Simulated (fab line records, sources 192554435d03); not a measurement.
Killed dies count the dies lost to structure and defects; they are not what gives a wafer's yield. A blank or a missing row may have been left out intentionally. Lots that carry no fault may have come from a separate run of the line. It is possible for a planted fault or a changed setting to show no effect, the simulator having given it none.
A struck lot beside a sound one :: flow n5 finfet :: 19 steps out of a route of 1938
Sound: these wafers, L569.3, L569.5, L569.6. Wafers L585.3, L585.4, L585.5 were the ones struck. The cause is named last.
At each step with rows: each side's tool, then ch and its chambers, then its first start. Under that, the readings that differ: sound wafers :: struck wafers :: difference of the means :: sigmas: that difference in standard deviations of wafers without a fault.
alike: a reading whose means differ by less than 2 such deviations, as well as words and numbers matching on both sides. not compared: withheld readings; readings where some wafer has no value; bounds like >300 that might hide an equal value; numbers whose values overlap and for which the record gives no deviation.
A row with sigmas, a row that says differs or no value, or rows on one side alone: a step with any of these is where the two part. Numbers that don't overlap but have no deviation are shown without sigmas and don't part them. Lack of a reading on every wafer of one side parts them only where that side has two or more wafers.

N5_FIN_SAQP_CD_MEAS_37 targets a cd of 8 nm.
  sound: cd sem-01 at day 2 15:54; struck: cd sem-01 at day 6 14:23
reading: cd nm (nm)
sound: 7.83 7.71 7.97
struck: 8.34 8.59 8.21
difference: +0.54
sigmas: +2
then, 3 steps without rows for these wafers: N5_FIN_SAQP_PRECLEAN_38 (cleans in O3/DIW, time 45 s); N5_FIN_SAQP_PRECLEAN_45 (cleans in dHF, time 10 s); N5_FIN_SAQP_SRD_39 (time 30 s).
N5_FIN_SAQP_OCD_MEAS_76:
  sound: ocd-01 at day 2 16:00; struck: ocd-02 at day 6 14:29
  alike: trench depth nm
N5_FIN_SAQP_INSPECT_40: inspects for defects (brightfield).
  sound: defect inspect-01 at day 2 16:01; struck: defect inspect-02 at day 6 14:31
  alike: raw defect count
then, 6 steps without rows for these wafers: N5_FIN_CUT_COAT_18 (time 60 s, resist thk 230 nm); N5_FIN_CUT_COAT_19 (time 60 s, resist thk 20 nm); N5_FIN_CUT_COAT_29 (time 60 s, resist thk 10 nm); N5_FIN_CUT_COAT_02 (resist thk 30 nm); N5_FIN_CUT_EBR_04; N5_FIN_CUT_SOFTBAKE_03 (time 60 s).
N5_FIN_CUT_EXPOSE_05: exposes mask FIN CUT.
  sound on euv scanner-02 ch 0, day 2 16:13; struck on euv scanner-01 ch 0, day 6 14:41
reading: model.FIN_CUT.overlay x nm (nm)
sound: 0.2 0.2 0.2
struck: 11.2 11.2 11.2
difference: +11.0
sigmas: 
  alike: mask
then, 2 steps without rows for these wafers: N5_FIN_CUT_PEB_06 (peb time 60 s); N5_FIN_CUT_DEVELOP_07 (develop time 30 s).
N5_FIN_CUT_CD_MEAS_08 targets a cd of 29.1 nm.
  sound on cd sem-03 ch 0, day 2 16:20; struck on cd sem-03 ch 0, day 6 14:49
  alike: cd nm
N5_FIN_CUT_OVL_MEAS_09:
  sound on overlay-02 ch 0, day 2 16:22; struck on overlay-01 ch 0, day 6 14:51
reading: FIN_CUT_OVL (nm)
sound: 0.4 0.6 -0.1
struck: 11.1 10.3 10.5
difference: +10.3
sigmas: +16
N5_FIN_CUT_INSPECT_10: inspects for defects (brightfield).
  sound: defect inspect-01 at day 2 16:25; struck: defect inspect-02 at day 6 14:54
  alike: raw defect count
-- here the record skips 8 days between the struck wafers' starts before and after, leaving off in module FIN_CUT and picking up in module BEOL_M4 (first step shown: number 1111 of the route) --
N5_BEOL_M4_RC_MEAS_101:
  sound on prober-02 ch 0, day 9 04:32; struck on prober-02 ch 0, day 14 20:28
reading: VT_N (mV)
sound: 250.7 251.4 253.6
struck: 244.1 247.0 245.4
difference: -6.4
sigmas: -2
  alike: DIBL_N, DIBL_P, IOFF_N, IOFF_P, ION_N, ION_P, SS_N, SS_P, VT_P

## WHERE THEY PART
At N5_FIN_SAQP_CD_MEAS_37 first; at N5_BEOL_M4_RC_MEAS_101 last (within this record only).

WHY: what the simulator had put in
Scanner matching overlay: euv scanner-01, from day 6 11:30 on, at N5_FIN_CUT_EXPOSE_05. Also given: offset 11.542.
